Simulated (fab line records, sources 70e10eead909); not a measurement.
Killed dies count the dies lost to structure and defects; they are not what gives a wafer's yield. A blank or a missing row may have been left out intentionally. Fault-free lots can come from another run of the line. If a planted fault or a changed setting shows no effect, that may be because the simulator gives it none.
Which tool was responsible? ; flow nand harc ; 7 lots with 20 wafers sampled at 2 steps, on a route of 1302 steps

== WHAT EACH GAUGE READ, for each wafer ==
NHARC_A_SLIT_CD_MEAS_21.
lot;measured;on;cd nm (nm)
L699;day 21 00:13;cd sem-03;290.4 289.3 290.6
L701;day 22 07:57;cd sem-02;289.3 287.7 288.9
L702;day 23 00:16;cd sem-01;288.5 291.2 289.0
L706;day 24 07:56;cd sem-01;288.7 289.1 289.6
L711;day 26 17:12;cd sem-03;287.4 288.6
L716;day 28 07:27;cd sem-03;291.0 290.5 291.0
L718;day 28 20:16;cd sem-03;288.5 290.5 287.4

== TOOL THAT RAN EACH LOT (tool first, then ch and the chambers of the sampled wafers, then the start) ==
lot;NHARC_A_SLIT_DEP_00
L699;acl dep-02 ch 0, day 20 10:53
L701;acl dep-01 ch 0, day 21 19:44
L702;acl dep-01 ch 0, day 22 12:55
L706;acl dep-02 ch 0, day 23 21:06
L711;acl dep-03 ch 0, day 26 03:12
L716;acl dep-03 ch 0, day 27 20:36
L718;acl dep-01 ch 0, day 28 06:53
- NHARC_A_SLIT_DEP_00: deposits aC, target thk 6200 nm.

== THE ANSWER, worked out from the rows above alone ==
Rule: the lots themselves supply what counts as usual. The widest of any qualifying gaps counts: lots, ordered by their means at a reading, are off when they make up no more than a third of the lots, leave a main group of 4 or more, and stand apart from it by 3 or more times the standard deviation of that group's means. The tables above print the reading to a certain number of digits; a main group whose means all agree to those digits is not used. Also off: a lot with no number at a reading for which 4 or more lots have one. Where the step has rows for the other lots, those lots are counted as sound.
None of the lots is off at any reading shown; this tells nothing.

== WHAT THE SIMULATOR HAD INSERTED ==
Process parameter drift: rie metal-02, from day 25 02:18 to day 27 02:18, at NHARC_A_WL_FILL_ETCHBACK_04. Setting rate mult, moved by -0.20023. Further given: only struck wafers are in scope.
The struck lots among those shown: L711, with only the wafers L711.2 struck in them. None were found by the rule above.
